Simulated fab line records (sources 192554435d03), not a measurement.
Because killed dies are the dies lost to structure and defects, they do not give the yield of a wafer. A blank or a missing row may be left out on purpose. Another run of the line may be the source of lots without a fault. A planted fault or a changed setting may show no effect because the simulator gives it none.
A lot that was struck, set against a sound lot	flow n5 finfet	15 steps out of a route of 1938
Sound: the wafers L591.1, L591.2, L591.6. Struck: wafer L603.1; the same lot's L603.5 was not struck, so it is left out; see the end for the cause.
For every step that has rows: the tool of each side, followed by ch and its chambers, followed by its first start. Under that, the readings that differ: sound wafers	struck wafers	difference of the means	sigmas: that difference in standard deviations of wafers without a fault.
alike: a reading whose means differ by less than 2 such deviations, as well as words and numbers matching on both sides. not compared: withheld readings; readings where some wafer has no value; bounds like >300 that might hide an equal value; numbers whose values overlap and for which the record gives no deviation.
Wherever a step has rows on one side only, a row that says differs or no value, or a row with sigmas, the two part there. Numbers that don't overlap but have no deviation are shown without sigmas and don't part them. A reading that every wafer of one side lacks parts them only if that side has two wafers or more.

first, 7 steps without rows for these wafers: N5_BEOL_M11_COAT_64 (time 60 s, resist thk 30 nm); N5_BEOL_M11_COAT_22 (resist thk 90 nm); N5_BEOL_M11_EBR_24; N5_BEOL_M11_SOFTBAKE_23 (time 60 s); N5_BEOL_M11_EXPOSE_25 (exposes mask V10); N5_BEOL_M11_PEB_26 (peb time 60 s); N5_BEOL_M11_DEVELOP_27 (develop time 30 s).
N5_BEOL_M11_CD_MEAS_28 targets a cd of 70 nm.
  sound on cd sem-03 ch 0, day 13 01:40; struck on cd sem-03 ch 0, day 15 20:24
  alike: cd nm
N5_BEOL_M11_OVL_MEAS_29:
  sound on overlay-01 ch 0, day 13 01:41; struck on overlay-02 ch 0, day 15 20:26
  alike: V10_OVL
N5_BEOL_M11_INSPECT_30: inspects for defects (brightfield).
  sound: defect inspect-01 at day 13 01:43; struck: defect inspect-01 at day 15 20:27
  alike: raw defect count
N5_BEOL_M11_DESCUM_33: chemistry O2, time 7.9 s.
  sound on rie diel-02 ch 0,2, day 13 01:45; struck on rie diel-02 ch 3, day 15 20:29
  alike: drypump motor current A, o2 flow sccm, oes product au, rf vpp V, showerhead plenum p Torr, temp c, throttle valve pct
  not compared: rf hours counter h
N5_BEOL_M11_ETCH_65: etches SiARC in CF4, target depth 39 nm, time 65 s.
  sound on rie diel-02 ch 0,2, day 13 01:47; struck on rie diel-02 ch 3, day 15 20:31
  alike: drypump motor current A, etch rf on time s, oes product au, rf vpp V, showerhead plenum p Torr, throttle valve pct
  not compared: rf hours counter h
N5_BEOL_M11_ETCH_66: etches SOC in N2/H2, target depth 120 nm, overetch 24 nm, time 180 s.
  sound on rie diel-02 ch 0,2, day 13 01:50; struck on rie diel-02 ch 3, day 15 20:34
reading	sound	struck	difference	sigmas
oes product au (a.u.)	0.75 0.64 0.65	0.54	-0.14	-2
run length s (s)	203.2 203.3 202.9	237.7	+34.6	+89
model.SiARC_of_BEOL_M11_COAT_64.thk nm (nm)	22.4 23.2 23.4	21.6	-1.4	
  alike: drypump motor current A, rf vpp V, showerhead plenum p Torr, temp c, throttle valve pct
  not compared: rf hours counter h
then, 2 steps without rows for these wafers: N5_BEOL_M11_STRIP_69 (strips in N2/H2); N5_PASSIVATION_PROBE_49.

== WHERE THEY PART ==
N5_BEOL_M11_ETCH_66 only, going by this record.

WHY: the cause the simulator had injected
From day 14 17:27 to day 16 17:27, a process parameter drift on rie diel-02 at N5_BEOL_M11_ETCH_66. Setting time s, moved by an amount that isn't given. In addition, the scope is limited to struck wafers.
